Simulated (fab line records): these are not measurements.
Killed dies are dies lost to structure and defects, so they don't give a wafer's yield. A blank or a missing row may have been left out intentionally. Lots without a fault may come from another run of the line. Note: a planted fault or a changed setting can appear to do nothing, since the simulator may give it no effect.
One fault seen from 2 desks + flow n5 finfet + numbers are kept per desk, each desk with only its own; the story behind them comes last

## AT THE METROLOGY DESK
What the gauges read, lot by lot, whatever tool the lot ran on: means of the sampled wafers that have a number. If a lot's mean is further than 4 standard deviations from the usual mean, the lot is out of limits and carries the mark OUT (the distance appears in the brackets). It has 10 readings; the 7 that lie furthest out on some lot are the ones shown.
Columns: A = DIBL_N at N5_BEOL_M4_RC_MEAS_101, usual 36.0 mV/V; B = DIBL_P at N5_BEOL_M4_RC_MEAS_101, usual 36.7 mV/V; C = IOFF_N at N5_BEOL_M4_RC_MEAS_101, usual 0.16 nA/um; D = ION_P at N5_BEOL_M4_RC_MEAS_101, usual 461 uA/um; E = SS_N at N5_BEOL_M4_RC_MEAS_101, usual 71.5 mV/dec; F = SS_P at N5_BEOL_M4_RC_MEAS_101, usual 73.4 mV/dec; G = VT_P at N5_BEOL_M4_RC_MEAS_101, usual -251 mV
| lot  | first seen here | A    | B    | C    | D   | E    | F    | G    |
|------|-----------------|------|------|------|-----|------|------|------|
| L605 | day 7 17:04     | 33.7 | 35.3 | 0.16 | 462 | 71.5 | 73.3 | -250 |
| L615 | day 10 03:53    | 39.0 | 39.3 | 0.20 | 462 | 72.6 | 74.2 | -251 |
| L617 | day 10 21:06    | 35.0 | 32.5 | 0.13 | 471 | 71.1 | 72.5 | -248 |
| L626 | day 13 17:08    | 36.6 | 37.4 | 0.18 | 468 | 72.5 | 73.5 | -248 |
This desk found nothing out of limits on any of the 4 lots.

## DESK OF THE TOOL OWNER: pvd sputter-03
The tool's own readings at N5_BEOL_M14_SPUTTER_45 (material Cu, target thk 100 nm, time 16.67 s): means of the sampled wafers that have a number, for each lot that ran on this tool. If a lot's mean is further than 4 standard deviations from the usual mean, the lot is out of limits and carries the mark OUT (the distance appears in the brackets).
Columns: A = bias v at N5_BEOL_M14_SPUTTER_45, usual 60.0 V; B = cathode dc power W at N5_BEOL_M14_SPUTTER_45, usual 25999 W; C = throttle valve pct at N5_BEOL_M14_SPUTTER_45, usual 29.9 %
| lot  | first seen here | A    | B     | C    |
|------|-----------------|------|-------|------|
| L605 | day 11 01:05    | 59.8 | 26002 | 30.7 |
This desk's finding: nothing out of limits on the one lot.

## BROUGHT TOGETHER
At the metrology desk, nothing out of limits was observed.
The desk of the tool owner found nothing out of limits.

## WHAT THE SIMULATOR HAD INSERTED
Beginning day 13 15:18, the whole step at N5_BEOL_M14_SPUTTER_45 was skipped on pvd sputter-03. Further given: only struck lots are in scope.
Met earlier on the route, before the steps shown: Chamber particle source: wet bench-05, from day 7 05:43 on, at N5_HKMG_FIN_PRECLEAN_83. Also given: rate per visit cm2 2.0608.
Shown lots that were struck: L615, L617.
